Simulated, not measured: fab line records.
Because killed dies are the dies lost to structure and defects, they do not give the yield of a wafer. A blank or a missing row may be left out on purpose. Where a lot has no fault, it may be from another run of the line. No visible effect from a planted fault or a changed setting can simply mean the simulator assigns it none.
Which of the tools did it? | flow nand harc | Sampling: 24 lots, 72 wafers, 6 of 1302 route steps

## WHAT EACH GAUGE READ, for each wafer
The record holds no reading of a measuring or inspecting step that can be judged against a usual standard deviation.

## TOOL THAT RAN EACH LOT (tool first, then ch and the chambers of the sampled wafers, then the start)
lot  | NHARC_A_STAIRCASE_DEP_259       | NHARC_A_STAIRCASE_ETCH_451                    | NHARC_A_STAIRCASE_STRIP_274                   | NHARC_A_STAIRCASE_ETCH_294                    | NHARC_A_STAIRCASE_HM_DEP_462  | NHARC_A_STAIRCASE_ETCHBACK_416
L074 | pecvd-02 ch 0,1, day 16 03:20   | rie diel-02 ch 0,1, day 16 14:43 or earlier   | rie diel-02 ch 0,1,2, day 16 14:43 or earlier | rie diel-12 ch 1,3, day 16 14:43 or earlier   | acl dep-03 ch 0, day 16 14:43 | rie diel-09 ch 2,3, no start
L075 | pecvd-02 ch 0,1,2, day 16 22:51 | rie diel-12 ch 0,1,2, day 17 09:42 or earlier | rie diel-12 ch 0,1,2, day 17 09:42 or earlier | rie diel-12 ch 0,1,2, day 17 09:42 or earlier | acl dep-03 ch 0, day 17 09:42 | rie diel-09 ch 0,1,3, no start
L077 | pecvd-03 ch 1,2, day 17 06:34   | rie diel-12 ch 0,1,2, day 17 17:44 or earlier | rie diel-12 ch 0,1, day 17 17:44 or earlier   | rie diel-09 ch 0,1, day 17 17:44 or earlier   | acl dep-03 ch 0, day 17 17:44 | rie diel-02 ch 0,3, no start
L076 | pecvd-01 ch 0,1,2, day 17 08:26 | rie diel-09 ch 0,3, day 17 18:58 or earlier   | rie diel-09 ch 0,1,3, day 17 18:58 or earlier | rie diel-12 ch 1,2,3, day 17 18:58 or earlier | acl dep-01 ch 0, day 17 18:58 | rie diel-12 ch 0,1,2, no start
L078 | pecvd-03 ch 0,1,2, day 18 08:04 | rie diel-02 ch 0,2,3, day 18 18:34 or earlier | rie diel-02 ch 1,2, day 18 18:34 or earlier   | rie diel-09 ch 1,2, day 18 18:34 or earlier   | acl dep-01 ch 0, day 18 18:34 | rie diel-02 ch 0,1,3, no start
L079 | pecvd-01 ch 0,2, day 18 11:14   | rie diel-12 ch 1,3, day 19 00:47 or earlier   | rie diel-12 ch 2,3, day 19 00:47 or earlier   | rie diel-09 ch 0,1, day 19 00:47 or earlier   | acl dep-03 ch 0, day 19 00:47 | rie diel-12 ch 0,1,2, no start
L081 | pecvd-03 ch 0,1,2, day 19 05:06 | rie diel-09 ch 0,1,3, day 19 18:52 or earlier | rie diel-09 ch 1,2,3, day 19 18:52 or earlier | rie diel-02 ch 0,2,3, day 19 18:52 or earlier | acl dep-02 ch 0, day 19 18:52 | rie diel-12 ch 1,2,3, no start
L080 | pecvd-02 ch 0,1, day 19 08:53   | rie diel-02 ch 0,2,3, day 19 20:06 or earlier | rie diel-02 ch 0,2,3, day 19 20:06 or earlier | rie diel-09 ch 1,2, day 19 20:06 or earlier   | acl dep-01 ch 0, day 19 20:06 | rie diel-12 ch 1,2,3, no start
L082 | pecvd-01 ch 0,1,2, day 20 04:56 | rie diel-02 ch 1,2, day 20 15:37 or earlier   | rie diel-02 ch 1,3, day 20 15:37 or earlier   | rie diel-09 ch 0,3, day 20 15:37 or earlier   | acl dep-02 ch 0, day 20 15:37 | rie diel-12 ch 0,3, no start
L083 | pecvd-03 ch 0,2, day 20 15:23   | rie diel-09 ch 0,2,3, day 21 00:28 or earlier | rie diel-09 ch 1,3, day 21 00:28 or earlier   | rie diel-02 ch 1,2,3, day 21 00:28 or earlier | acl dep-01 ch 0, day 21 00:28 | rie diel-12 ch 0,1, no start
L084 | pecvd-01 ch 1,2, day 20 15:38   | rie diel-02 ch 0,1,2, day 21 02:37 or earlier | rie diel-02 ch 1,2,3, day 21 02:37 or earlier | rie diel-02 ch 0,1,2, day 21 02:37 or earlier | acl dep-01 ch 0, day 21 02:37 | rie diel-12 ch 0,2,3, no start
L086 | pecvd-03 ch 1,2, day 21 07:59   | rie diel-02 ch 2,3, day 21 21:22 or earlier   | rie diel-02 ch 0,1,3, day 21 21:22 or earlier | rie diel-02 ch 0,1, day 21 21:22 or earlier   | acl dep-03 ch 0, day 21 21:22 | rie diel-09 ch 1,2,3, no start
L085 | pecvd-02 ch 0,2, day 21 12:10   | rie diel-12 ch 0,1,3, day 22 01:07 or earlier | rie diel-12 ch 0,2,3, day 22 01:07 or earlier | rie diel-12 ch 1,2, day 22 01:07 or earlier   | acl dep-01 ch 0, day 22 01:07 | rie diel-02 ch 0,2,3, no start
L088 | pecvd-01 ch 0,2, day 22 07:14   | rie diel-09 ch 2,3, day 22 19:51 or earlier   | rie diel-09 ch 1,2, day 22 19:51 or earlier   | rie diel-02 ch 0,1,3, day 22 19:51 or earlier | acl dep-02 ch 0, day 22 19:51 | rie diel-12 ch 0,2,3, no start
L087 | pecvd-01 ch 1,2, day 22 12:16   | rie diel-09 ch 1,2, day 22 21:17 or earlier   | rie diel-09 ch 0,1,2, day 22 21:17 or earlier | rie diel-02 ch 0,1,2, day 22 21:17 or earlier | acl dep-03 ch 0, day 22 21:17 | rie diel-09 ch 0,1,3, no start
L089 | pecvd-01 ch 0,2, day 22 16:19   | rie diel-09 ch 1,2, day 23 02:39 or earlier   | rie diel-09 ch 1,3, day 23 02:39 or earlier   | rie diel-02 ch 0,3, day 23 02:39 or earlier   | acl dep-01 ch 0, day 23 02:39 | rie diel-02 ch 0,3, no start
L090 | pecvd-03 ch 1,2, day 23 02:22   | rie diel-12 ch 0,1, day 23 11:27 or earlier   | rie diel-12 ch 0,1, day 23 11:27 or earlier   | rie diel-12 ch 0,2,3, day 23 11:27 or earlier | acl dep-02 ch 0, day 23 11:27 | rie diel-09 ch 0,1,2, day 23 19:33
L091 | pecvd-02 ch 0,1,2, day 23 13:52 | rie diel-09 ch 1,2,3, day 24 02:01 or earlier | rie diel-09 ch 0,1,2, day 24 02:01 or earlier | rie diel-09 ch 0,1,2, day 24 02:01 or earlier | acl dep-03 ch 0, day 24 02:01 | rie diel-09 ch 1,2, no start
L093 | pecvd-02 ch 0,1,2, day 23 22:08 | rie diel-09 ch 1,3, day 24 08:13 or earlier   | rie diel-09 ch 1,2,3, day 24 08:13 or earlier | rie diel-02 ch 0,1,3, day 24 08:13 or earlier | acl dep-02 ch 0, day 24 08:13 | rie diel-12 ch 1,2,3, no start
L092 | pecvd-01 ch 0,1,2, day 23 22:13 | rie diel-12 ch 0,1,2, day 24 08:38 or earlier | rie diel-12 ch 1,2,3, day 24 08:38 or earlier | rie diel-12 ch 0,1,2, day 24 08:38 or earlier | acl dep-03 ch 0, day 24 08:38 | rie diel-09 ch 1,2,3, no start
L094 | pecvd-02 ch 0,1, day 24 16:27   | rie diel-12 ch 0,3, day 25 06:19 or earlier   | rie diel-12 ch 0,2,3, day 25 06:19 or earlier | rie diel-12 ch 2,3, day 25 06:19 or earlier   | acl dep-02 ch 0, day 25 06:19 | rie diel-12 ch 2,3, no start
L095 | pecvd-03 ch 0,1, day 25 10:22   | rie diel-09 ch 1,3, day 25 23:05 or earlier   | rie diel-09 ch 0,1,2, day 25 23:05 or earlier | rie diel-12 ch 0,1,3, day 25 23:05 or earlier | acl dep-03 ch 0, day 25 23:05 | rie diel-12 ch 0,3, no start
L096 | pecvd-01 ch 0,1,2, day 25 22:16 | rie diel-09 ch 0,1,2, day 26 07:59 or earlier | rie diel-09 ch 2,3, day 26 07:59 or earlier   | rie diel-09 ch 0,3, day 26 07:59 or earlier   | acl dep-03 ch 0, day 26 07:59 | rie diel-12 ch 0,1,3, no start
L097 | pecvd-01 ch 0,1,2, day 25 23:27 | rie diel-02 ch 1,2, day 26 14:19 or earlier   | rie diel-02 ch 0,3, day 26 14:19 or earlier   | rie diel-02 ch 1,2,3, day 26 14:19 or earlier | acl dep-03 ch 0, day 26 14:19 | rie diel-09 ch 0,1,3, no start
- NHARC_A_STAIRCASE_DEP_259: deposits SiON, target thk 30 nm.
- NHARC_A_STAIRCASE_ETCH_451: etches the open film in CF4/O2, target depth 30 nm, overetch 3 nm, time 16.5 s.
- NHARC_A_STAIRCASE_STRIP_274: strips in O2.
- NHARC_A_STAIRCASE_ETCH_294: etches the open film in C4F8/O2/Ar, target depth 4989 nm, time 1211.6 s.
- NHARC_A_STAIRCASE_HM_DEP_462: deposits aC, target thk 800 nm.
- NHARC_A_STAIRCASE_ETCHBACK_416: etches the open film in C4F8/O2/Ar, target depth 36 nm, time 7.2 s.

## AS READ BY THE TOOLS THEMSELVES (means over the sampled wafers that have a number; for cases with no such wafer, the mark the record gives instead)
NHARC_A_STAIRCASE_DEP_259. Usual: heater power w reads 732 W (standard deviation 48).
lot  | tool     | heater power w (W) | flag
L074 | pecvd-02 | 735                |
L075 | pecvd-02 | 712                |
L077 | pecvd-03 | 750                |
L076 | pecvd-01 | 707                |
L078 | pecvd-03 | 721                |
L079 | pecvd-01 | 747                |
L081 | pecvd-03 | 717                |
L080 | pecvd-02 | 685                |
L082 | pecvd-01 | 684                |
L083 | pecvd-03 | 734                |
L084 | pecvd-01 | 702                |
L086 | pecvd-03 | 712                |
L085 | pecvd-02 | 746                |
L088 | pecvd-01 | 757                |
L087 | pecvd-01 | 738                |
L089 | pecvd-01 | 782                |
L090 | pecvd-03 | 750                |
L091 | pecvd-02 | 705                |
L093 | pecvd-02 | 722                |
L092 | pecvd-01 | 776                |
L094 | pecvd-02 | 748                |
L095 | pecvd-03 | 721                |
L096 | pecvd-01 | 783                |
L097 | pecvd-01 | 770                |

NHARC_A_STAIRCASE_ETCH_451. Usual: drypump motor current A 5.86 A, standard deviation 0.28; oes product au 1.003 a.u., standard deviation 0.01; rf vpp V 198.1 V, standard deviation 1.3; showerhead plenum p Torr 1.35 Torr, standard deviation 0.051; throttle valve pct 13.397 %, standard deviation 0.0083.
lot  | tool        | drypump motor current A (A) | oes product au (a.u.) | rf vpp V (V) | showerhead plenum p Torr (Torr) | throttle valve pct (%) | flag
L074 | rie diel-02 | 5.79                        | 0.995                 | 198.3        | 1.32                            | 13.400                 |
L075 | rie diel-12 | 5.73                        | 1.006                 | 198.3        | 1.36                            | 13.395                 |
L077 | rie diel-12 | 5.74                        | 1.004                 | 198.8        | 1.36                            | 13.405                 |
L076 | rie diel-09 | 5.86                        | 1.018                 | 199.5        | 1.41                            | 13.399                 |
L078 | rie diel-02 | 5.73                        | 0.997                 | 198.6        | 1.37                            | 13.388                 |
L079 | rie diel-12 | 5.85                        | 0.996                 | 197.4        | 1.31                            | 13.392                 |
L081 | rie diel-09 | 5.90                        | 1.006                 | 198.3        | 1.37                            | 13.400                 |
L080 | rie diel-02 | 5.71                        | 1.003                 | 197.7        | 1.37                            | 13.397                 |
L082 | rie diel-02 | 5.72                        | 0.997                 | 196.3        | 1.29                            | 13.402                 |
L083 | rie diel-09 | 6.09                        | 1.016                 | 198.6        | 1.38                            | 13.399                 |
L084 | rie diel-02 | 5.86                        | 1.000                 | 197.9        | 1.33                            | 13.400                 |
L086 | rie diel-02 | 5.60                        | 0.997                 | 197.6        | 1.33                            | 13.399                 |
L085 | rie diel-12 | 5.81                        | 0.997                 | 198.8        | 1.38                            | 13.393                 |
L088 | rie diel-09 | 6.20                        | 1.009                 | 198.3        | 1.36                            | 13.405                 |
L087 | rie diel-09 | 6.26                        | 1.012                 | 197.7        | 1.32                            | 13.401                 |
L089 | rie diel-09 | 6.10                        | 1.004                 | 197.6        | 1.30                            | 13.387                 |
L090 | rie diel-12 | 5.82                        | 1.000                 | 197.8        | 1.34                            | 13.395                 |
L091 | rie diel-09 | 6.05                        | 0.998                 | 197.7        | 1.35                            | 13.398                 |
L093 | rie diel-09 | 5.85                        | 0.993                 | 197.6        | 1.33                            | 13.394                 |
L092 | rie diel-12 | 5.73                        | 1.002                 | 197.7        | 1.35                            | 13.403                 |
L094 | rie diel-12 | 5.76                        | 0.994                 | 198.2        | 1.37                            | 13.393                 |
L095 | rie diel-09 | 5.86                        | 1.014                 | 198.4        | 1.37                            | 13.394                 |
L096 | rie diel-09 | 6.10                        | 1.004                 | 198.1        | 1.33                            | 13.396                 |
L097 | rie diel-02 | 5.71                        | 1.013                 | 196.7        | 1.28                            | 13.401                 |

NHARC_A_STAIRCASE_STRIP_274. Usual: drypump motor current A 5.87 A, standard deviation 0.29; oes product au 0.999 a.u., standard deviation 0.01; rf vpp V 57.9 V, standard deviation 0.9; showerhead plenum p Torr 3.56 Torr, standard deviation 0.13; throttle valve pct 17.037 %, standard deviation 0.0096.
lot  | tool        | drypump motor current A (A) | oes product au (a.u.) | rf vpp V (V) | showerhead plenum p Torr (Torr) | throttle valve pct (%) | flag
L074 | rie diel-02 | 5.87                        | 1.000                 | 58.4         | 3.52                            | 17.027                 |
L075 | rie diel-12 | 5.74                        | 1.000                 | 58.0         | 3.59                            | 17.040                 |
L077 | rie diel-12 | 5.82                        | 1.004                 | 58.1         | 3.57                            | 17.030                 |
L076 | rie diel-09 | 5.92                        | 1.006                 | 57.7         | 3.62                            | 17.050                 |
L078 | rie diel-02 | 5.74                        | 0.998                 | 57.8         | 3.42                            | 17.028                 |
L079 | rie diel-12 | 5.73                        | 1.006                 | 58.3         | 3.50                            | 17.032                 |
L081 | rie diel-09 | 6.04                        | 1.006                 | 57.7         | 3.57                            | 17.033                 |
L080 | rie diel-02 | 5.73                        | 0.990                 | 57.9         | 3.61                            | 17.049                 |
L082 | rie diel-02 | 5.55                        | 0.994                 | 57.7         | 3.45                            | 17.041                 |
L083 | rie diel-09 | 5.92                        | 0.997                 | 57.3         | 3.54                            | 17.038                 |
L084 | rie diel-02 | 5.57                        | 0.999                 | 58.0         | 3.47                            | 17.039                 |
L086 | rie diel-02 | 5.71                        | 0.998                 | 58.2         | 3.57                            | 17.036                 |
L085 | rie diel-12 | 5.76                        | 1.005                 | 58.3         | 3.65                            | 17.041                 |
L088 | rie diel-09 | 6.11                        | 1.003                 | 57.3         | 3.45                            | 17.037                 |
L087 | rie diel-09 | 6.13                        | 1.007                 | 57.9         | 3.52                            | 17.033                 |
L089 | rie diel-09 | 5.88                        | 1.001                 | 58.0         | 3.63                            | 17.033                 |
L090 | rie diel-12 | 5.75                        | 0.996                 | 58.0         | 3.54                            | 17.033                 |
L091 | rie diel-09 | 6.12                        | 1.002                 | 57.7         | 3.52                            | 17.044                 |
L093 | rie diel-09 | 6.08                        | 0.996                 | 57.4         | 3.56                            | 17.035                 |
L092 | rie diel-12 | 5.80                        | 0.995                 | 58.1         | 3.65                            | 17.041                 |
L094 | rie diel-12 | 5.75                        | 0.992                 | 58.1         | 3.64                            | 17.034                 |
L095 | rie diel-09 | 6.12                        | 1.000                 | 58.5         | 3.51                            | 17.039                 |
L096 | rie diel-09 | 6.28                        | 1.002                 | 57.8         | 3.58                            | 17.025                 |
L097 | rie diel-02 | 5.86                        | 0.993                 | 58.7         | 3.67                            | 17.033                 |

NHARC_A_STAIRCASE_ETCH_294. Usual: oes product au 0.934 a.u., standard deviation 0.011; rf vpp V 1829 V, standard deviation 10.
lot  | tool        | oes product au (a.u.) | rf vpp V (V) | flag
L074 | rie diel-12 | 0.926                 | 1816         |
L075 | rie diel-12 | 0.938                 | 1832         |
L077 | rie diel-09 | 0.927                 | 1831         |
L076 | rie diel-12 | 0.929                 | 1824         |
L078 | rie diel-09 | 0.941                 | 1825         |
L079 | rie diel-09 | 0.943                 | 1825         |
L081 | rie diel-02 | 0.930                 | 1832         |
L080 | rie diel-09 | 0.940                 | 1823         |
L082 | rie diel-09 | 0.944                 | 1836         |
L083 | rie diel-02 | 0.931                 | 1822         |
L084 | rie diel-02 | 0.935                 | 1825         |
L086 | rie diel-02 | 0.931                 | 1833         |
L085 | rie diel-12 | 0.935                 | 1830         |
L088 | rie diel-02 | 0.940                 | 1829         |
L087 | rie diel-02 | 0.947                 | 1824         |
L089 | rie diel-02 | 0.924                 | 1838         |
L090 | rie diel-12 | 0.925                 | 1836         |
L091 | rie diel-09 | 0.931                 | 1827         |
L093 | rie diel-02 | 0.933                 | 1829         |
L092 | rie diel-12 | 0.926                 | 1829         |
L094 | rie diel-12 | 0.929                 | 1836         |
L095 | rie diel-12 | 0.935                 | 1834         |
L096 | rie diel-09 | 0.940                 | 1838         |
L097 | rie diel-02 | 0.935                 | 1821         |

NHARC_A_STAIRCASE_HM_DEP_462. Usual: throttle valve pct reads 35.001 % (standard deviation 0.0089).
lot  | tool       | throttle valve pct (%) | flag
L074 | acl dep-03 | 34.999                 |
L075 | acl dep-03 | 35.005                 |
L077 | acl dep-03 | 35.002                 |
L076 | acl dep-01 | 35.006                 |
L078 | acl dep-01 | 35.010                 |
L079 | acl dep-03 | 35.000                 |
L081 | acl dep-02 | 34.996                 |
L080 | acl dep-01 | 34.999                 |
L082 | acl dep-02 | 34.996                 |
L083 | acl dep-01 | 34.995                 |
L084 | acl dep-01 | 34.996                 |
L086 | acl dep-03 | 34.999                 |
L085 | acl dep-01 | 35.011                 |
L088 | acl dep-02 | 35.001                 |
L087 | acl dep-03 | 35.010                 |
L089 | acl dep-01 | 35.001                 |
L090 | acl dep-02 | 34.990                 |
L091 | acl dep-03 | 34.999                 |
L093 | acl dep-02 | 35.004                 |
L092 | acl dep-03 | 35.001                 |
L094 | acl dep-02 | 34.995                 |
L095 | acl dep-03 | 35.004                 |
L096 | acl dep-03 | 35.001                 |
L097 | acl dep-03 | 34.999                 |

NHARC_A_STAIRCASE_ETCHBACK_416. Usual: oes product au 0.94 a.u., standard deviation 0.032; rf vpp V 725 V, standard deviation 4.
lot  | tool        | oes product au (a.u.) | rf vpp V (V) | flag
L074 | rie diel-09 | 0.93                  | 729          |
L075 | rie diel-09 | 1.01                  | 726          |
L077 | rie diel-02 | 1.00                  | 728          |
L076 | rie diel-12 | 0.93                  | 725          |
L078 | rie diel-02 | 0.92                  | 725          |
L079 | rie diel-12 | 0.94                  | 726          |
L081 | rie diel-12 | 0.99                  | 727          |
L080 | rie diel-12 | 0.99                  | 727          |
L082 | rie diel-12 | 0.99                  | 729          |
L083 | rie diel-12 | 0.92                  | 724          |
L084 | rie diel-12 | 0.92                  | 726          |
L086 | rie diel-09 | 1.01                  | 723          |
L085 | rie diel-02 | 0.93                  | 725          |
L088 | rie diel-12 | 0.92                  | 727          |
L087 | rie diel-09 | 0.93                  | 725          |
L089 | rie diel-02 | 0.93                  | 727          |
L090 | rie diel-09 | 0.92                  | 722          |
L091 | rie diel-09 | 0.93                  | 722          |
L093 | rie diel-12 | 0.92                  | 727          |
L092 | rie diel-09 | 0.93                  | 723          |
L094 | rie diel-12 | 0.92                  | 729          |
L095 | rie diel-12 | 0.92                  | 725          |
L096 | rie diel-12 | 0.93                  | 726          |
L097 | rie diel-09 | 0.94                  | 725          |

## THE ANSWER, worked out from the rows above alone
Rule: take the mean of a lot's wafers that have a number; if it is more than 3 standard deviations from the usual mean, the lot is off. A lot without any number at a reading at which 4 lots or more have one is off too. The other lots that the step has rows for count as sound. Order of review: gauges by route order, followed by the tools' own readings, for which a lot's mean as printed above is used. At the first step where some lot is off, the reading lying furthest off is the one used; lots without a number count as furthest.
None of the lots is off at any reading shown; this tells nothing.

## WHAT THE SIMULATOR PUT IN
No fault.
